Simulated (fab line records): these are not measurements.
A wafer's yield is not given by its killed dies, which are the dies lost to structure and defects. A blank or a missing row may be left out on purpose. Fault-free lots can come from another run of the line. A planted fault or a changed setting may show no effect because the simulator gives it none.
8D (eight disciplines) problem report, filled in by code / flow n5_finfet / the parts of the form that need people (team, actions taken, sign-off) are left out

## 1. THE ISSUE
Wafers without a fault read 13.9 nm, standard deviation 0.37; cd_nm at N5_DUMMY_GATE_CD_MEAS_50 reads a mean of 9.6 nm on 3 wafers belonging to 3 lots. Relative to the usual mean, that is a shift of -12 standard deviations.
The step: target cd 14 nm.
First observed at day 6 06:51: wafer L146.6, on cd_sem-03. At this step, 13 wafers from 5 lots have a number in the record. Rule for "out", or "out of limits": more than 4 standard deviations from the usual mean. The other wafers with a number count as sound.

## 2. WHAT IT IS, AND WHAT IT ISN'T
question=which readings at this step | is=cd_nm | is not=-
question=which lots | is=L146, L149, L152 | is not=L136, L150
question=which wafers of those lots | is=L146.6, L149.4, L152.6 | is not=L146.5, L149.2, L149.5, L152.5
question=read on which gauges | is=cd_sem-01, cd_sem-03 | is not=cd_sem-02
question=when | is=from day 6 06:51 | is not=up to then (4 sound wafers); but 6 sound wafers of L149, L150, L152 came after

## 3. WHAT RULES OUT EACH SUSPECT
Counting: if a tool at a process step up to the reading ran every lot that is out, it stays a suspect. Sound lots after the first of them don't rule it out here, since some wafers of a struck lot are sound.
- the gauge at N5_DUMMY_GATE_CD_MEAS_50: ruled out. Those wafers that are out were read across 2 gauges (cd_sem-01, cd_sem-03).
- rie_si-02 at N5_DUMMY_GATE_TRIM_49 (chemistry O2, time 29 s, target cd 14 nm): kept. It ran every lot that is out, first L146 (day 6 06:44); its last sound lot up to then is L136 (day 3 17:17). Out on those wafers are its own readings of oes_product_au.
Left after counting: rie_si-02 at N5_DUMMY_GATE_TRIM_49.

## 4. THE CAUSE (what the simulator had put in)
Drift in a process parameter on rie_si-02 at N5_DUMMY_GATE_TRIM_49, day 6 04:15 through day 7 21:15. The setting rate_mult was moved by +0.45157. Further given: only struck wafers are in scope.
The count eliminated every tool but this one.

## 5. THE CHAIN OF EFFECTS, in route order
Each row: a reading whose mean over the struck wafers that have a number lies more than 3 standard deviations from the usual. Readings are gone through only where the record gives a usual standard deviation; hours: the median, over the lots, of the time from a lot's start at the first step in this table giving one to that lot's start at this step; sigmas: the change measured in usual standard deviations.
hours=0; step=N5_DUMMY_GATE_TRIM_49; reading=oes_product_au; usual=1.003 a.u.; on struck wafers=1.278; change=+0.275; sigmas=+11
hours=0; step=N5_DUMMY_GATE_CD_MEAS_50; reading=cd_nm; usual=13.9 nm; on struck wafers=9.6; change=-4.3; sigmas=-12
hours=1; step=N5_DUMMY_GATE_CD_MEAS_24; reading=cd_nm; usual=14.9 nm; on struck wafers=10.5; change=-4.4; sigmas=-12
hours=231; step=N5_PASSIVATION_PROBE_49; reading=defect_limited_yield; usual=91.0 %; on struck wafers=0.1; change=-90.9; sigmas=-65
hours=231; step=N5_PASSIVATION_PROBE_49; reading=killed_at_front_end; usual=42; on struck wafers=1120; change=+1078; sigmas=+90
hours=231; step=N5_PASSIVATION_PROBE_49; reading=killed_dies; usual=107; on struck wafers=1179; change=+1072; sigmas=+63
hours=231; step=N5_PASSIVATION_PROBE_49; reading=killed_on_rim; usual=15; on struck wafers=151; change=+136; sigmas=+33
hours=231; step=N5_PASSIVATION_PROBE_49; reading=sort_bin_4_leakage; usual=0.00 %; on struck wafers=0.08; change=+0.08; sigmas=+3.8
hours=231; step=N5_PASSIVATION_PROBE_49; reading=sort_bin_5_function; usual=5.3 %; on struck wafers=96.5; change=+91.2; sigmas=+99 or more
hours=231; step=N5_PASSIVATION_PROBE_49; reading=sort_n_pass; usual=1073; on struck wafers=0; change=-1073; sigmas=-63
hours=231; step=N5_PASSIVATION_PROBE_49; reading=sort_yield_pct; usual=90.9 %; on struck wafers=0.0; change=-90.9; sigmas=-65
Its process steps:
- N5_DUMMY_GATE_TRIM_49: chemistry O2, time 29 s, target cd 14 nm.
- N5_PASSIVATION_PROBE_49

## 6. HOW IT WOULD HAVE BEEN CAUGHT EARLIER
The first out-of-limits reading at a measuring or inspecting step in this record came at day 6 06:51, 3 hours after the fault's start at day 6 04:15.
Tool's own readings at N5_DUMMY_GATE_TRIM_49, oes_product_au: out on all struck wafers the step has rows for; an alarm limit on them would have tripped on the first.
L149, L152, from the lots that are out (3), started N5_DUMMY_GATE_TRIM_49 on rie_si-02 later than day 6 06:51. A hold on the tool at that time would have spared those 2.
